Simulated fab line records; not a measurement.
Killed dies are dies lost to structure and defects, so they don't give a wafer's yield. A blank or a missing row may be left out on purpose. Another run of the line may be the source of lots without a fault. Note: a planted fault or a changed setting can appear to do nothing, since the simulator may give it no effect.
Split-lot experiment + flow n5_finfet + 21 wafers read from 7 lots, route of 1938 steps

== SPLIT DETAILS ==
At N5_BEOL_M5_DEP_56 (deposits SiCN from 3MS/NH3, target thk 8 nm, time 14 s), the setting time_s was moved away from the recipe's 14 s on 8 of the 21 wafers read, by -14.6% to +9.4%. The other wafers ran this setting at the recipe's value.

Reading taken at the split's own step.

== THE READING ==
SiCN_of_BEOL_M5_DEP_56.thk_nm (the simulator's own value, which no gauge read), in nm, at N5_BEOL_M5_DEP_56 (deposits SiCN from 3MS/NH3, target thk 8 nm, time 14 s). No usual value for it is given in the file. Across the 13 wafers here that went through the recipe, the average is 7.8 nm and the standard deviation 0.21 nm.

| wafer  | tool, chamber at the split | time_s as run, s | against the recipe | SiCN_of_BEOL_M5_DEP_56.thk_nm, nm | against lot-mates on the recipe |
|--------|----------------------------|------------------|--------------------|-----------------------------------|---------------------------------|
| L074.2 | pecvd-03, 1                | 14.82            | +5.9%              | 8.4                               | +0.2                            |
| L074.4 | pecvd-03, 0                | 14.82            | +5.9%              | 8.8                               | +0.6                            |
| L074.6 | pecvd-03, 2                | 14               | recipe             | 8.2                               | -                               |
| L075.1 | pecvd-02, 1                | 14.94            | +6.7%              | 8.4                               | +0.8                            |
| L075.4 | pecvd-02, 2                | 14               | recipe             | 7.4                               | -                               |
| L075.5 | pecvd-02, 0                | 14               | recipe             | 7.8                               | -                               |
| L078.1 | pecvd-04, 1                | 14               | recipe             | 8.2                               | -                               |
| L078.3 | pecvd-04, 0                | 14               | recipe             | 8                                 | -                               |
| L078.6 | pecvd-04, 0                | 13.2             | -5.7%              | 7.6                               | -0.5                            |
| L090.4 | pecvd-02, 2                | 11.95            | -14.6%             | 6.8                               | -1.0                            |
| L090.5 | pecvd-02, 1                | 11.95            | -14.6%             | 7                                 | -0.8                            |
| L090.6 | pecvd-02, 0                | 14               | recipe             | 7.8                               | -                               |
| L089.1 | pecvd-02, 1,0              | 14               | recipe             | 7.8                               | -                               |
| L089.4 | pecvd-02, 1,0              | 14               | recipe             | 7.8                               | -                               |
| L089.3 | pecvd-02, 2                | 14               | recipe             | 7.6                               | -                               |
| L091.2 | pecvd-03, 0                | 14               | recipe             | 7.8                               | -                               |
| L091.3 | pecvd-03, 2                | 15.32            | +9.4%              | 8.4                               | +0.6                            |
| L091.4 | pecvd-03, 1                | 15.32            | +9.4%              | 8.6                               | +0.8                            |
| L096.1 | pecvd-03, 1,2              | 14               | recipe             | 7.8                               | -                               |
| L096.5 | pecvd-03, 1,2              | 14               | recipe             | 7.8                               | -                               |
| L096.3 | pecvd-03, 0                | 14               | recipe             | 8                                 | -                               |
If several chambers appear in one row, that row covers several wafers at once and the file leaves open which wafer was in which chamber.

THE FIT
A straight line over all 21 wafers: SiCN_of_BEOL_M5_DEP_56.thk_nm changes by +0.0716 nm for each +1% of time_s; r = +0.90; the points scatter about the line by 0.22 nm.
The same after taking each lot's own level away (the mean of its wafers on the recipe; 21 wafers): +0.0696 nm for each +1%; r = +0.95; scatter 0.15 nm.
That fit puts the effect of the largest move of time_s on the reading at 1 nm.
Measured against the standard deviation above, the lots' own levels, which go from 7.60 to 8.20 nm, span 2.9 times it.
Hence the lot-to-lot level has little effect on the slope; both slopes agree.
Check: for one of the wafers moved furthest among these (-14.6%), held out of the fit, the line's prediction against its lot-mates is -0.99 nm. It came out at -1 nm against them.

== THESE WAFERS: OTHER SPLITS ==
Other splits were also applied to these wafers ahead of the reading. Each is held against what the fit with the lots' levels taken away leaves over:
| other split on the same wafers   | wafers away from the commonest value | r with SiCN_of_BEOL_M5_DEP_56.thk_nm (lot level and that fit taken away) |
|----------------------------------|--------------------------------------|--------------------------------------------------------------------------|
| N5_BEOL_M4_TRENCH_ETCH_37 time_s | 4                                    | +0.10                                                                    |
| N5_BEOL_M5_COAT_71 spin_rpm      | 5                                    | -0.02                                                                    |
| N5_BEOL_M5_COAT_05 spin_rpm      | 10                                   | -0.09                                                                    |

== FILE'S OWN FIT ==
SiCN_of_BEOL_M5_DEP_56.thk_nm changes by +0.0731 nm for each +1% of time_s, r = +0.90.
